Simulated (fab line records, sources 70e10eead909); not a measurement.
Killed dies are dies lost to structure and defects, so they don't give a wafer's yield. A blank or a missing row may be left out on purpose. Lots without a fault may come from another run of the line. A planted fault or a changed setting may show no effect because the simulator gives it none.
Chamber matching | flow nand_harc | NHARC_A_WL_FILL_ALD_10 on ald_hk-03: 4 sister chambers
The step deposits SiO2, target thk 50 nm, pulse time 10 s, ald cycles 500. 4 wafers are shown with their chamber, then 8 later ones without.

WAFERS WITH THEIR CHAMBER
wafer  | chamber | heater_power_w (W)
L083.6 | 3       | 493
L089.4 | 0       | 521
L089.5 | 2       | 498
L093.1 | 1       | 460

WAFERS WITHOUT THEIR CHAMBER
wafer  | heater_power_w (W)
L093.4 | 489
L093.6 | 485
L095.1 | 519
L095.2 | 485
L095.4 | 474
L096.4 | 490
L096.1 | 518
L096.3 | 489

WHICH CHAMBER EACH WENT THROUGH
wafer  | from the rows above          | in truth
L093.4 | can't be placed: 3 or 2      | 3
L093.6 | can't be placed: 3 or 2      | 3
L095.1 | 0                            | 0
L095.2 | can't be placed: 3 or 2      | 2
L095.4 | can't be placed: 1 or 3 or 2 | 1
L096.4 | can't be placed: 3 or 2      | 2
L096.1 | 0                            | 0
L096.3 | can't be placed: 3 or 2      | 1
Placed correctly: 2 of 8. Can't be placed from these rows: 6 (the true chamber is among the candidates in 5). Placed wrongly: 0.
How it was worked out, from the rows above alone: a wafer's distance from a chamber is the root of the sum, over the readings, of the square of ((its reading less the chamber's mean) divided by the reading's scatter). The wafer belongs to the nearest chamber; if the next one is less than 2 further off, it can't be placed. A chamber's mean is the mean of its shown wafers. The scatter: with one shown wafer a chamber, the root of the mean of the squares of how far each hidden wafer lies from its nearest shown one.
